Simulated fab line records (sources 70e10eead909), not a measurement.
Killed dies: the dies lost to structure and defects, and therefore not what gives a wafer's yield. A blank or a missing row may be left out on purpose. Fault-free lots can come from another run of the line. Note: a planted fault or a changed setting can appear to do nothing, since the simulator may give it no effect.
Which tool is to blame? + flow nandHarc + 36 wafers sampled from 12 lots at 1 step of a route of 1159

WHAT EACH GAUGE READ, for each wafer
NHARC_A_CONTACT_INSPECT_23.
| lot  | measured     | on               | rawDefectCount |
|------|--------------|------------------|----------------|
| L075 | day 17 13:34 | defectInspect-01 | 582 504 457    |
| L076 | day 17 22:53 | defectInspect-01 | 396 424 656    |
| L080 | day 19 00:34 | defectInspect-01 | 565 345 373    |
| L082 | day 19 11:26 | defectInspect-01 | 578 408 594    |
| L084 | day 19 17:44 | defectInspect-01 | 376 565 399    |
| L086 | day 19 23:28 | defectInspect-01 | 388 495 620    |
| L085 | day 20 04:39 | defectInspect-02 | 389 579 442    |
| L089 | day 20 20:31 | defectInspect-01 | 399 490 435    |
| L091 | day 21 14:28 | defectInspect-02 | 527 374 366    |
| L093 | day 21 16:38 | defectInspect-02 | 452 464 323    |
| L094 | day 21 19:44 | defectInspect-02 | 619 401 553    |
| L097 | day 23 20:17 | defectInspect-01 | 362 296 311    |

EACH LOT AND THE TOOL THAT RAN IT (in order: tool; ch and the chambers of the sampled wafers; start)
There is no process step in the record ahead of these readings.

THE ANSWER, worked out from the rows above alone
Rule: the lots themselves supply what counts as usual. The widest of any qualifying gaps counts: lots, ordered by their means at a reading, are off when they make up no more than a third of the lots, leave a main group of 4 or more, and stand apart from it by 3 or more times the standard deviation of that group's means. Not used: any main group whose means are identical at the precision the tables above print for the reading. Also off: a lot with no number at a reading for which 4 or more lots have one. Where the step has rows for the other lots, those lots are counted as sound.
Across all readings shown, no lot is off: no conclusion can be drawn from this.

WHAT THE SIMULATOR HAD INSERTED
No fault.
